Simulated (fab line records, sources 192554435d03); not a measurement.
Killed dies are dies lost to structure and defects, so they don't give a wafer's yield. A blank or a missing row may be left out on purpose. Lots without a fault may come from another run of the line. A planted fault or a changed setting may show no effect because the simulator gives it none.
Chamber matching | flow n5_finfet | N5_BEOL_M12_ETCH_68 on rie_diel-01: 4 sister chambers
The step etches SOC in N2/H2, time 285 s. 18 wafers are shown with their chamber, then 9 later ones without.

WAFERS WITH THEIR CHAMBER
wafer  | chamber | drypump_motor_current_A (A) | showerhead_plenum_p_Torr (Torr) | oes_product_au (a.u.)
L075.3 | 0       | 6.2                         | 2.52                            | 0.75
L075.4 | 1       | 5.9                         | 2.65                            | 0.76
L075.6 | 3       | 5.1                         | 2.70                            | 0.89
L077.1 | 2       | 6.2                         | 2.57                            | 0.90
L077.3 | 3       | 5.2                         | 2.69                            | 0.88
L077.5 | 0       | 6.2                         | 2.52                            | 0.76
L080.1 | 2       | 6.2                         | 2.57                            | 0.89
L080.2 | 3       | 5.2                         | 2.69                            | 0.88
L080.6 | 3       | 5.2                         | 2.69                            | 0.89
L083.2 | 0       | 6.2                         | 2.52                            | 0.74
L083.4 | 0       | 6.2                         | 2.52                            | 0.73
L083.5 | 1       | 5.9                         | 2.64                            | 0.74
L086.1 | 3       | 5.1                         | 2.69                            | 0.86
L086.2 | 1       | 5.9                         | 2.63                            | 0.72
L086.5 | 2       | 6.2                         | 2.56                            | 0.87
L090.1 | 0       | 6.2                         | 2.51                            | 0.75
L090.5 | 3       | 5.1                         | 2.69                            | 0.86
L090.6 | 0       | 6.2                         | 2.51                            | 0.74

SIGNATURES (means of the wafers above)
reading                  | chamber 0 | chamber 1 | chamber 2 | chamber 3 | scatter within a chamber
drypump_motor_current_A  | 6.200     | 5.900     | 6.200     | 5.150     | 0.0327
showerhead_plenum_p_Torr | 2.5167    | 2.6400    | 2.5667    | 2.6917    | 0.00588
oes_product_au           | 0.7450    | 0.7400    | 0.8867    | 0.8767    | 0.014
Rule: a wafer's distance from a chamber is the root of the sum, over the readings, of the square of ((its reading less the chamber's mean) divided by the reading's scatter). The wafer belongs to the nearest chamber; if the next one is less than 2 further off, it can't be placed. The scatter: the root of (the sum of the squares of (reading less its chamber's mean) over the shown wafers, divided by (wafers less chambers)).

WAFERS WITHOUT THEIR CHAMBER
wafer  | drypump_motor_current_A (A) | showerhead_plenum_p_Torr (Torr) | oes_product_au (a.u.)
L094.4 | 6.2                         | 2.56                            | 0.86
L094.5 | 6.2                         | 2.56                            | 0.86
L094.6 | 5.1                         | 2.68                            | 0.86
L095.1 | 5.1                         | 2.68                            | 0.85
L095.5 | 5.9                         | 2.63                            | 0.72
L095.6 | 5.1                         | 2.68                            | 0.85
L096.1 | 5.9                         | 2.63                            | 0.71
L096.2 | 5.1                         | 2.68                            | 0.83
L096.3 | 6.2                         | 2.51                            | 0.74

WHICH CHAMBER EACH WENT THROUGH
wafer  | from the rows above | in truth
L094.4 | 2                   | 2
L094.5 | 2                   | 2
L094.6 | 3                   | 3
L095.1 | 3                   | 3
L095.5 | 1                   | 1
L095.6 | 3                   | 3
L096.1 | 1                   | 1
L096.2 | 3                   | 3
L096.3 | 0                   | 0
Placed correctly: 9 of 9. Can't be placed from these rows: 0. Placed wrongly: 0.
